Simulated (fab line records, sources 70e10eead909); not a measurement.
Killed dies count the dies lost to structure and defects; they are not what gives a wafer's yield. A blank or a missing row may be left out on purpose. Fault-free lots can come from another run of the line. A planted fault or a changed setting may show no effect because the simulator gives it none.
Chamber matching || flow nandHarc || pecvd-02 running NHARC_A_STAIRCASE_DEP_301: 3 sister chambers
The step deposits SiON, target thk 30 nm. 14 wafers are shown with their chamber, then 7 later ones without.

== WAFERS, EACH WITH ITS CHAMBER ==
{"wafer": "L079.1", "chamber": 0, "heaterPowerW (W)": 684}
{"wafer": "L079.3", "chamber": 2, "heaterPowerW (W)": 775}
{"wafer": "L079.5", "chamber": 2, "heaterPowerW (W)": 789}
{"wafer": "L080.3", "chamber": 2, "heaterPowerW (W)": 771}
{"wafer": "L080.4", "chamber": 2, "heaterPowerW (W)": 789}
{"wafer": "L080.5", "chamber": 0, "heaterPowerW (W)": 732}
{"wafer": "L082.2", "chamber": 2, "heaterPowerW (W)": 770}
{"wafer": "L082.5", "chamber": 1, "heaterPowerW (W)": 720}
{"wafer": "L082.6", "chamber": 0, "heaterPowerW (W)": 583}
{"wafer": "L085.2", "chamber": 0, "heaterPowerW (W)": 707}
{"wafer": "L085.3", "chamber": 1, "heaterPowerW (W)": 673}
{"wafer": "L085.5", "chamber": 0, "heaterPowerW (W)": 695}
{"wafer": "L087.1", "chamber": 2, "heaterPowerW (W)": 786}
{"wafer": "L087.2", "chamber": 0, "heaterPowerW (W)": 593}

SIGNATURES (means of the wafers above)
{"reading": "heaterPowerW", "chamber 0": 665.67, "chamber 1": 696.50, "chamber 2": 780.00, "scatter within a chamber": 43.6}
Rule: distance of a wafer from a chamber = root of the sum over the readings of ((wafer's reading minus chamber's mean) / reading's scatter) squared. The wafer belongs to the nearest chamber; if the next one is less than 2 further off, it can't be placed. The scatter: take each reading less its chamber's mean, square it, sum over the shown wafers, divide by the number of wafers less the number of chambers, and take the root.

== WAFERS WHOSE CHAMBER IS MISSING ==
{"wafer": "L087.3", "heaterPowerW (W)": 718}
{"wafer": "L092.1", "heaterPowerW (W)": 651}
{"wafer": "L092.2", "heaterPowerW (W)": 609}
{"wafer": "L092.5", "heaterPowerW (W)": 758}
{"wafer": "L095.3", "heaterPowerW (W)": 646}
{"wafer": "L095.4", "heaterPowerW (W)": 692}
{"wafer": "L095.5", "heaterPowerW (W)": 693}

== EACH ONE'S CHAMBER ==
{"wafer": "L087.3", "from the rows above": "can't be placed: 1 or 0 or 2", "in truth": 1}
{"wafer": "L092.1", "from the rows above": "can't be placed: 0 or 1", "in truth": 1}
{"wafer": "L092.2", "from the rows above": "can't be placed: 0 or 1", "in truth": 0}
{"wafer": "L092.5", "from the rows above": "can't be placed: 2 or 1 or 0", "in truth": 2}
{"wafer": "L095.3", "from the rows above": "can't be placed: 0 or 1", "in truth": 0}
{"wafer": "L095.4", "from the rows above": "can't be placed: 1 or 0 or 2", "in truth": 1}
{"wafer": "L095.5", "from the rows above": "can't be placed: 1 or 0 or 2", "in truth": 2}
0 of 7 placed correctly. These rows do not allow placing 7 (true chamber among the candidates in 7). Wrongly placed: 0.
